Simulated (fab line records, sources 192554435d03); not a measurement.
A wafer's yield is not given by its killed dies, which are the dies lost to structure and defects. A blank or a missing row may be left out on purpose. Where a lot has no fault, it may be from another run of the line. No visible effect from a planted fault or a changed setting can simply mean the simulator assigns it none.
fab line records -- flow n5-finfet
record: lots: 4, wafers: 11, last-day: 19
route steps=1938 shown BEOL_M10@1500 BEOL_M11@1536 BEOL_M15@1830
lots untouched by any fault: they come from a run of this same line in which no faults occurred
start-h: hours from the record's opening day to when the first of the lot's shown wafers began -- wait-h: how many hours have passed since the lot's step before this one -- " same as the row above -- L1.1+2: a row that stands for several wafers -- - no value, or no start given -- * or withheld: withheld -- < > ~ a bound
route shown NAME@n: a module of which the file shows steps, and the number in the route of the first -- usual: the fault-free wafers' mean and standard deviation -- same: alike in all rows -- chamber/n: place in a boat -- sites: per-site readings -- _std_site: the standard deviation of these -- _edge_site: the outer-site mean with the inner-site mean subtracted -- radius-mm: how far each site lies from the wafer's centre -- mask NAME#n: copy n -- behind: the most recent tool/chamber to have shaped the wafer -- hold: the reason the lot was held/the length of the hold in hours/how it ended -- device: names the non-switching transistor (n, p or np) -- end of line: the tests these same wafers got at the end of their route -- step lacking rows: just its recipe -- killed: at the first sort, the dies lost to defects and structure; wafer yield is something else -- map: dies across one wafer; x = killed, . = not, _ = none there
set.NAME: the setting the step ran with; set.NAME@STEP: the setting that earlier step ran with -- model.NAME: the simulator's own value behind a step, which no gauge read
lots at selected steps of the route; one table per step, one row per wafer
services: when a tool's chamber went out of use (start-h, in hours from the record's first day, below 0 if earlier), for how many hours, and the reason
== steps ==
step: N5_BEOL_M10_PEB_26
recipe: peb-temp-c: withheld, peb-time-s: 60, resist: CAR-ArF
step: N5_BEOL_M10_DEVELOP_27
recipe: develop-time-s: 30, developer: TMAH, resist: CAR-ArF, rinse-liquid: diw, dry: air-spin, dev-temp-c: 23
step: N5_BEOL_M10_DESCUM_33
recipe: chemistry: O2, time-s: 7.9, source-power-w: 50, bias-power-w: 20, pressure-mtorr: 20, rf-frequency-hz: 2.712e+07, temp-c: 40, resist: CAR-ArF, o2-flow-sccm: 225
step: N5_BEOL_M10_ETCH_65
recipe: chemistry: CF4, target: SiARC, target-depth-a: 390, mask-material: CAR-ArF, time-s: 65, ion-energy-ev: 80, pressure-mtorr: 40, source-w: 545, bias-w: 36, Ar_flow_sccm: 100, cf4-flow-sccm: 100, ends: cleared
step: N5_BEOL_M10_ETCH_66
recipe: chemistry: N2/H2, target: SOC, target-depth-a: 1200, overetch-a: 240, mask-material: SiARC, temp-c: 40, time-s: 180, ion-energy-ev: 200, pressure-mtorr: 30, source-w: 840, bias-w: 150, n2-flow-sccm: 200, h2-flow-sccm: 200
step: N5_BEOL_M10_STRIP_69
recipe: chemistry: N2/H2, temp-c: 40, n2-flow-sccm: 200, h2-flow-sccm: 200, rf-frequency-hz: 6e+07
step: N5_BEOL_M10_VIA_ETCH_34
recipe: chemistry: C4F6/O2, target: SiCOH_lowk, target-depth-a: 1845, mask-material: SOC, taper-deg: 4, time-s: 69.2, ion-energy-ev: 250, pressure-mtorr: 30, source-w: 345, bias-w: 185, Ar_flow_sccm: 300, C4F6_flow_sccm: 10, O2_flow_sccm: 10
step: N5_BEOL_M10_STRIP_73
recipe: chemistry: C4F6/O2, resist: SiARC, rf-frequency-hz: 6e+07
step: N5_BEOL_M10_STRIP_36
recipe: chemistry: N2/H2, power-w: 450, temp-c: 40, pressure-mtorr: 20, rf-frequency-hz: 6e+07, overash-fraction: 0.3, bias-power-w: 7, h2-frac: 0.5, n2-flow-sccm: 200, h2-flow-sccm: 200
step: N5_BEOL_M10_TRENCH_ETCH_37
recipe: chemistry: C4F6/O2, target-depth-a: 1488.3, target: SiCOH_lowk, time-s: 48, ion-energy-ev: 250, pressure-mtorr: 30, source-w: 345, bias-w: 185, Ar_flow_sccm: 300, C4F6_flow_sccm: 10, O2_flow_sccm: 10
usual: drypump-motor-current-A: 5.9/0.48, oes-product-au: 0.80/0.089, rf-vpp-V: 673/14, run-length-s: 71.6/0.36, showerhead-plenum-p-Torr: 2.85/0.12, throttle-valve-pct: 20.9/0.33
lot.wafer,tool,chamber,start-h,wait-h,drypump-motor-current-A,oes-product-au,rf-hours-counter-h,rf-vpp-V,run-length-s,showerhead-plenum-p-Torr,throttle-valve-pct,model.BEOL_M10.feature-depth-nm,model.etch.depth-nm
L552.2,rie-diel-04,0,276.10,-,6.0,0.71,173,660,71.1,2.84,21.4,144.8,144.7
L552.3,rie-diel-04,2,276.10,-,5.6,0.69,225,686,71.6,2.70,21.2,145.6,145.6
L552.6,rie-diel-04,1,276.10,-,6.4,0.86,-,683,71.4,2.91,20.7,147.8,147.7
L559.1,rie-diel-04,3,334.25,-,5.2,0.87,33,698,68.0,3.01,20.5,136.4,136.4
L559.3,rie-diel-04,2,334.25,-,5.6,0.68,245,686,71.2,2.69,21.2,146.2,146.2
L559.5,rie-diel-04,3,334.25,-,5.2,0.86,-,697,71.4,3.01,20.5,146,146
L565.1,rie-diel-04,1,369.00,-,6.4,0.79,83,681,67.5,2.89,20.8,134.8,134.9
L565.4,rie-diel-04,2,369.00,-,5.6,0.98,1,695,71.4,3.03,20.9,150,150
L571.1,rie-diel-03,2,401.76,-,5.3,0.70,207,670,72.2,2.72,20.7,147.6,147.6
L571.3,rie-diel-03,1,401.76,-,5.2,0.83,72,670,71.9,2.88,20.6,146.4,146.4
L571.4,rie-diel-03,3,401.76,-,6.5,0.88,26,662,71.6,2.88,20.5,148.6,148.6
step: N5_BEOL_M10_ETCH_41
recipe: chemistry: CH3F/O2, target: SiCN, target-depth-a: 426, taper-deg: 2, time-s: 86, ion-energy-ev: 120, mask-material: TiN, pressure-mtorr: 30, source-w: 395, bias-w: 75, Ar_flow_sccm: 150, CH3F_flow_sccm: 30, O2_flow_sccm: 20
step: N5_BEOL_M10_STRIP_77
recipe: chemistry: N2/H2, time-s: 10, power-w: 450, temp-c: 40, pressure-mtorr: 20, rf-frequency-hz: 6e+07, bias-power-w: 7, n2-flow-sccm: 200, h2-flow-sccm: 200
step: N5_BEOL_M10_OCD_MEAS_38
usual: trench-depth-nm: 147.1/2.7
lot.wafer,tool,chamber,start-h,wait-h,trench-depth-nm
L552.2,ocd-02,-,276.28,-,144.1
L552.3,ocd-02,-,276.28,-,145.6
L552.6,ocd-02,-,276.28,-,148.1
L559.1,ocd-02,-,334.44,-,136.4
L559.3,ocd-02,-,334.44,-,146.3
L559.5,ocd-02,-,334.44,-,145.5
L565.1,ocd-02,-,369.18,-,135.2
L565.4,ocd-02,-,369.18,-,149.5
L571.1,ocd-01,-,401.94,-,147.1
L571.3,ocd-01,-,401.94,-,146.7
L571.4,ocd-01,-,401.94,-,148.6
step: N5_BEOL_M10_HM_STRIP_39
recipe: chemistry: peroxide-tin-strip, material: TiN, target-depth-a: 250, temp-c: 50, time-s: 158
step: N5_BEOL_M10_SRD_40
recipe: time-s: 30, temp-c: 23, rinse-liquid: diw, dry: ipa-marangoni
step: N5_BEOL_M10_PRECLEAN_42
recipe: chemistry: residue-remover, time-s: 60, temp-c: 40
step: N5_BEOL_M10_SRD_43
recipe: time-s: 30, temp-c: 23, rinse-liquid: diw, dry: ipa-marangoni
step: N5_BEOL_M10_CURE_72
recipe: temp-c: 370, time-s: 120, ambient: DMADMS/He, material: SiCOH_lowk
step: N5_BEOL_M10_DEGAS_44
recipe: ambient: vacuum, temp-c: 250, time-s: 60
step: N5_BEOL_M10_PRE_CLEAN_45
recipe: gas: H2/He, time-s: 30, temp-c: 250
step: N5_BEOL_M10_ALD_74
recipe: material: TaN, target-thk-a: 20, temp-c: 275, ald-precursor-family: PDMAT, ald-co-reactant: NH3, pressure-torr: 3, carrier-flow-sccm: 1500, pulse-time-s: 2, purge-time-s: 3, co-reactant-purge-time-s: 2, co-reactant-pulse-time-s: 3, ald-cycles: 40, precursor-vessel-temp-c: 75, precursor-vessel-pressure-torr: 26.25, precursor-vessel-carrier-sccm: 1000
step: N5_BEOL_M10_SURFACE_TREAT_76
recipe: gas: Ar, time-s: *, ion-energy-ev: *, ion-current-ma-cm2: 0.5, pressure-mtorr: *, ar-flow-sccm: 30
step: N5_BEOL_M10_CVD_75
recipe: material: Co, target-thk-a: 20, temp-c: withheld, precursor: CCTBA/H2, pressure-torr: 30, time-s: 138.9
step: N5_BEOL_M10_SPUTTER_48
recipe: material: Cu, target-thk-a: 120, temp-c: -20, bias-v: 60, power-w: 26000, chamber-pressure-pa: 0.13, time-s: 2
step: N5_BEOL_M10_ECD_50
recipe: material: Cu, target-thk-a: 3180
step: N5_BEOL_M10_ANNEAL_51
recipe: temp-c: 225, time-s: 90, ambient: N2
step: N5_BEOL_M10_CMP_52
recipe: stop-on: SiCOH_lowk, t-overpolish-s: 7, down-force-psi: 1, platen-rpm: 50, clearing-platen-down-force-psi: 1.5, clearing-platen-rpm: 50, post-cmp-clean: cu-alkaline, target-thk-nm: 140, clearing-platen-pad-velocity-m-s: 0.99484, pad-velocity-m-s: 0.99484
usual: barrier-field-endpoint-s: 28.6/0.68, motor-current-A: 6.3/0.48, overpolish-run-s: 7.000/0.0094, time-to-endpoint-s: 64.3/2.9
same: t-overpolish-s: 7
lot.wafer,tool,chamber,start-h,wait-h,barrier-field-endpoint-s,motor-current-A,overpolish-run-s,time-to-endpoint-s,model.Cu_of_BEOL_M10_ECD_50.thk-nm
L552.3,cmp-01,2,279.19,0.3,28.3,7.1,7.003,64.4,137.2
L552.2,cmp-01,0,279.19,0.3,28.4,5.9,6.985,65.7,137
L552.6,cmp-01,2,279.19,0.3,28.2,7.0,7.003,64.5,138.8
L559.3,cmp-04,2,336.38,0.2,27.8,6.2,7.013,62.8,135.2
L559.1,cmp-04,3,336.38,0.2,29.2,6.1,7.010,66.7,126.2
L559.5,cmp-04,2,336.38,0.2,28.3,6.8,6.995,64.0,135.2
L565.4,cmp-04,3,371.24,0.2,29.5,6.0,6.991,65.7,141.2
L565.1,cmp-04,1,371.24,0.2,27.7,6.4,7.036,63.1,125.2
L571.3,cmp-02,0,404.80,0.2,28.4,5.5,7.020,63.1,135.2
L571.4,cmp-02,2,404.80,0.2,28.3,6.2,6.984,62.1,139.2
L571.1,cmp-02,3,404.80,0.2,28.1,7.4,7.010,62.1,138
step: N5_BEOL_M10_THK_MEAS_53
recipe: thk-meas-gauge: xrf, reads: Cu_of_BEOL_M10_ECD_50
usual: M10_THK: 137.6/2.9
lot.wafer,tool,chamber,start-h,wait-h,M10_THK[nm]
L552.2,film-metro-02,-,279.48,-,135.9
L552.3,film-metro-02,-,279.48,-,136.5
L552.6,film-metro-02,-,279.48,-,138.2
L559.1,film-metro-02,-,336.64,-,125.0
L559.3,film-metro-02,-,336.64,-,134.5
L559.5,film-metro-02,-,336.64,-,133.9
L565.1,film-metro-02,-,371.50,-,125.0
L565.4,film-metro-02,-,371.50,-,141.1
L571.1,film-metro-02,-,405.10,-,137.8
L571.3,film-metro-02,-,405.10,-,135.8
L571.4,film-metro-02,-,405.10,-,139.5
step: N5_BEOL_M10_PRE_CLEAN_55
recipe: gas: NH3, time-s: 15, temp-c: withheld, rf-power-w: 300
step: N5_BEOL_M10_DEP_56
recipe: material: SiCN, target-thk-a: 150, temp-c: withheld, precursor: 3MS/NH3, pressure-torr: 3, rf-w: 202, time-s: 26.5
step: N5_BEOL_M10_RS_MEAS_57
recipe: thk-meas-gauge: four-point-probe, reads: Cu_of_BEOL_M10_ECD_50+Co_of_BEOL_M10_CVD_75+TaN_of_BEOL_M10_ALD_74
usual: M10_RS: 0.153/0.0035
lot.wafer,tool,chamber,start-h,wait-h,M10_RS[ohm/sq]
L552.2,film-metro-02,-,279.62,0.1,0.155
L552.3,film-metro-02,-,279.62,0.1,0.154
L552.6,film-metro-02,-,279.62,0.1,0.152
L559.1,film-metro-02,-,336.77,0.1,0.169
L559.3,film-metro-02,-,336.77,0.1,0.157
L559.5,film-metro-02,-,336.77,0.1,0.156
L565.1,film-metro-02,-,371.63,0.1,0.170
L565.4,film-metro-02,-,371.63,0.1,0.149
L571.1,film-metro-01,-,405.23,0.1,0.153
L571.3,film-metro-01,-,405.23,0.1,0.156
L571.4,film-metro-01,-,405.23,0.1,0.152
step: N5_BEOL_M11_ILD_DEP_00
recipe: material: SiCOH_lowk, target-thk-a: 3085.1, temp-c: 300, precursor: DEMS/porogen, pressure-torr: 5, rf-w: 500, time-s: 58
step: N5_BEOL_M11_CURE_71
recipe: temp-c: 385, time-s: 240, ambient: He/Ar, material: SiCOH_lowk
step: N5_BEOL_M11_PECVD_70
recipe: material: SiO2, target-thk-a: 200, temp-c: 400, precursor: TEOS/O2, pressure-torr: 5.5, rf-w: 450, teos-flow-sccm: 53.8, gas: O2, flow-sccm: 3000, time-s: 22.7
step: N5_BEOL_M11_HM_DEP_02
recipe: material: TiN, target-thk-a: 200, temp-c: 25, chamber-pressure-pa: 0.49996
step: N5_BEOL_M11_COAT_59
recipe: resist: SOC, temp-c: 250, time-s: 60, spin-rpm: 1500, resist-thk-nm: 100
step: N5_BEOL_M15_RC_MEAS_101
usual: COMB_M10: 1.5e-11/3.7e-12, COMB_M11: 1.4e-11/3e-12, COMB_M12: 6.2e-12/1.4e-12, COMB_M13: 5e-12/1.1e-12, COMB_M14: 3.6e-12/8.2e-13, COMB_M14_max_site: 5.2e-12/1.3e-12, COMB_M15: 2.7e-12/7.1e-13, COMB_M5: 3.9e-11/8.6e-12, COMB_M6: 2.5e-11/5.7e-12, COMB_M7: 2.6e-11/5.5e-12, COMB_M8: 2.6e-11/5.4e-12, COMB_M9: 1.43e-11/3e-12, SERP_M10: 3.11/0.083, SERP_M10_max_site: 3.20/0.089, SERP_M11: 3.07/0.073, SERP_M11_max_site: 3.15/0.078, SERP_M12: 0.643/0.02, SERP_M13: 0.310/0.0051, SERP_M14: 0.163/0.0032, SERP_M5: 38.7/1.9, SERP_M6: 14.0/0.66, SERP_M7: 13.8/0.55, SERP_M8: 14.3/0.52, SERP_M8_max_site: 14.8/0.58, SERP_M9: 3.05/0.079
lot.wafer,tool,chamber,start-h,wait-h,COMB_M10[S/m],COMB_M11[S/m],COMB_M12[S/m],COMB_M13[S/m],COMB_M14[S/m],COMB_M14_max_site[S/m],COMB_M15[S/m],COMB_M5[S/m],COMB_M6[S/m],COMB_M7[S/m],COMB_M8[S/m],COMB_M9[S/m],SERP_M10[ohm/um],SERP_M10_max_site[ohm/um],SERP_M11[ohm/um],SERP_M11_max_site[ohm/um],SERP_M12[ohm/um],SERP_M13[ohm/um],SERP_M14[ohm/um],SERP_M5[ohm/um],SERP_M6[ohm/um],SERP_M7[ohm/um],SERP_M8[ohm/um],SERP_M8_max_site[ohm/um],SERP_M9[ohm/um]
L552.2,prober-02,0,309.79,0.2,1.3e-11,1.8e-11,7.3e-12,3.8e-12,3.5e-12,5.3e-12,2.1e-12,2.6e-11,2.5e-11,2.4e-11,2.2e-11,1.22e-11,3.13,3.19,3.01,3.15,0.642,0.307,0.163,38.7,13.7,14.0,13.8,14.4,3.03
L552.3,prober-02,0,309.79,0.2,1.7e-11,1.5e-11,7.5e-12,5.1e-12,2.1e-12,3.4e-12,2.7e-12,3.9e-11,2e-11,2.8e-11,2.1e-11,9.2e-12,3.11,3.16,3.08,3.16,0.610,0.320,0.167,39.1,13.4,13.9,14.5,15.2,2.96
L552.6,prober-02,0,309.79,0.2,1.7e-11,2e-11,6.6e-12,3.4e-12,3.5e-12,4.1e-12,1.5e-12,3.2e-11,1.8e-11,2.7e-11,1.9e-11,1.21e-11,3.07,3.11,3.24,3.32,0.619,0.303,0.163,40.3,12.7,14.1,14.2,14.7,2.90
L559.1,prober-01,0,366.65,0.0,1.8e-11,1.5e-11,5e-12,3.8e-12,3.9e-12,5.8e-12,3.4e-12,4.8e-11,2.8e-11,2.7e-11,2.8e-11,1.56e-11,3.35,3.42,3.08,3.18,0.651,0.305,0.160,39.1,14.6,13.4,13.7,14.3,3.02
L559.3,prober-01,0,366.65,0.0,1.9e-11,1.8e-11,7.4e-12,3.9e-12,4.1e-12,5.6e-12,3.1e-12,4.4e-11,3.1e-11,2.8e-11,2.7e-11,1.27e-11,3.06,3.19,3.06,3.12,0.614,0.316,0.160,37.0,15.3,13.6,14.0,14.5,3.12
L559.5,prober-01,0,366.65,0.0,1.5e-11,1.5e-11,5.8e-12,5.5e-12,5.4e-12,7.1e-12,3.1e-12,4.2e-11,3.4e-11,2.4e-11,3.5e-11,1.37e-11,3.14,3.22,3.05,3.08,0.610,0.313,0.165,38.3,14.8,14.1,14.0,14.6,3.06
L565.1,prober-01,0,410.10,0.0,1.7e-11,1.2e-11,7.5e-12,6.3e-12,5e-12,7.4e-12,2.5e-12,3.7e-11,1.5e-11,4.3e-11,2e-11,1.33e-11,3.43,3.59,3.07,3.17,0.642,0.314,0.160,42.5,14.0,14.5,14.1,14.7,3.07
L565.4,prober-01,0,410.10,0.0,1.5e-11,1.2e-11,7.3e-12,4.2e-12,2.8e-12,3.7e-12,2.5e-12,3.6e-11,2.2e-11,3.2e-11,3e-11,1.33e-11,2.97,3.12,2.98,3.06,0.602,0.310,0.157,40.2,14.0,14.2,14.1,14.7,3.14
L571.1,prober-01,0,437.80,0.0,1.4e-11,1.3e-11,7.1e-12,5.1e-12,3.4e-12,6.2e-12,2.8e-12,2.3e-11,2.4e-11,3e-11,2.9e-11,1.28e-11,3.09,3.22,2.98,3.04,0.632,0.304,0.162,37.0,13.3,13.6,14.6,15.0,2.95
L571.3,prober-01,0,437.80,0.0,1.4e-11,1.2e-11,6.4e-12,7.4e-12,5.2e-12,6.5e-12,3e-12,3.1e-11,1.7e-11,2.5e-11,2.9e-11,1.96e-11,3.15,3.26,3.15,3.21,0.656,0.304,0.167,37.2,12.9,14.3,14.0,14.8,2.95
L571.4,prober-01,0,437.80,0.0,1.8e-11,1e-11,6.3e-12,5.9e-12,4.5e-12,6.4e-12,3.2e-12,2.8e-11,1.7e-11,2.1e-11,3e-11,1.36e-11,3.08,3.12,3.07,3.18,0.658,0.296,0.168,37.2,12.7,13.5,14.4,14.9,2.90
sites SERP_M10 radius-mm=0,75,75,75,75,140,140,140,140
L552.2 3.17 3.14 3.13 3.15 3.19 3.05 2.96 2.98 3.04
L559.1 3.39 3.42 3.40 3.39 3.32 3.30 3.23 3.35 3.21
L565.1 3.34 3.39 3.43 3.37 3.35 3.46 3.59 3.57 3.48
L571.1 3.17 3.13 3.12 3.22 3.09 3.02 3.04 3.09 2.93
== services ==
tool,chamber,start-h,hours,kind
rie-diel-03,1,252.93,10.3,repair
cmp-04,-,254.38,2.5,repair
cmp-01,-,263.67,4.0,pm
rie-diel-04,2,296.24,7.2,repair
cmp-02,-,331.91,3.7,repair
cmp-04,-,340.38,1.5,repair
rie-diel-03,0,346.69,3.6,repair
rie-diel-04,2,349.27,-,clean
rie-diel-04,2,349.27,-,consumable-replace:focus-ring
rie-diel-04,2,349.27,-,consumable-replace:showerhead
rie-diel-04,2,349.27,16.0,scheduled-down
rie-diel-04,2,349.27,16.0,vent-cycle
cmp-01,-,351.41,0.6,repair
rie-diel-03,3,355.22,1.7,repair
cmp-01,-,356.48,5.5,pm
cmp-02,-,357.00,0.5,repair
rie-diel-03,0,357.58,3.6,repair
rie-diel-04,0,357.66,5.9,repair
cmp-02,-,362.91,10.7,pm
cmp-04,-,371.44,7.4,repair
rie-diel-03,-,374.21,0.7,repair
cmp-02,-,384.46,2.4,repair
cmp-04,-,390.71,4.0,pm
cmp-01,-,393.76,4.0,repair
== key ==
first-sign: step: N5_BEOL_M10_TRENCH_ETCH_37, reading: run-length-s, direction: down, sigmas: 11, usual: *, struck: *
effect: step: N5_BEOL_M10_OCD_MEAS_38, reading: trench-depth-nm, direction: down, sigmas: 4.2, usual: 147.1, struck: 135.8
effect: step: N5_BEOL_M10_THK_MEAS_53, reading: M10_THK, direction: down, sigmas: 4.3, usual: 137.6, struck: 125.0
effect: step: N5_BEOL_M10_RS_MEAS_57, reading: M10_RS, direction: up, sigmas: 4.5, usual: 0.153, struck: 0.170
effect: step: N5_BEOL_M15_RC_MEAS_101, reading: SERP_M10, direction: up, sigmas: 3.4, usual: 3.11, struck: 3.39
model-effect: step: N5_BEOL_M10_TRENCH_ETCH_37, value: BEOL_M10.feature-depth-nm, without: 146.5, struck: 135.6
model-effect: step: N5_BEOL_M10_CMP_52, value: Cu_of_BEOL_M10_ECD_50.thk-nm, without: 136.6, struck: 125.7
met-at N5_BEOL_M10_TRENCH_ETCH_37
struck-wafers L559.1,L565.1
onset-between 276.10 334.25
fault: kind: process-parameter-drift, tool: rie-diel-04, chamber: -, onset-h: 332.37, steps: N5_BEOL_M10_TRENCH_ETCH_37, channel: time-s, offset: *, shape: step, end-h: 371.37, scope: struck-wafers-only, acts-in: *, stated: *
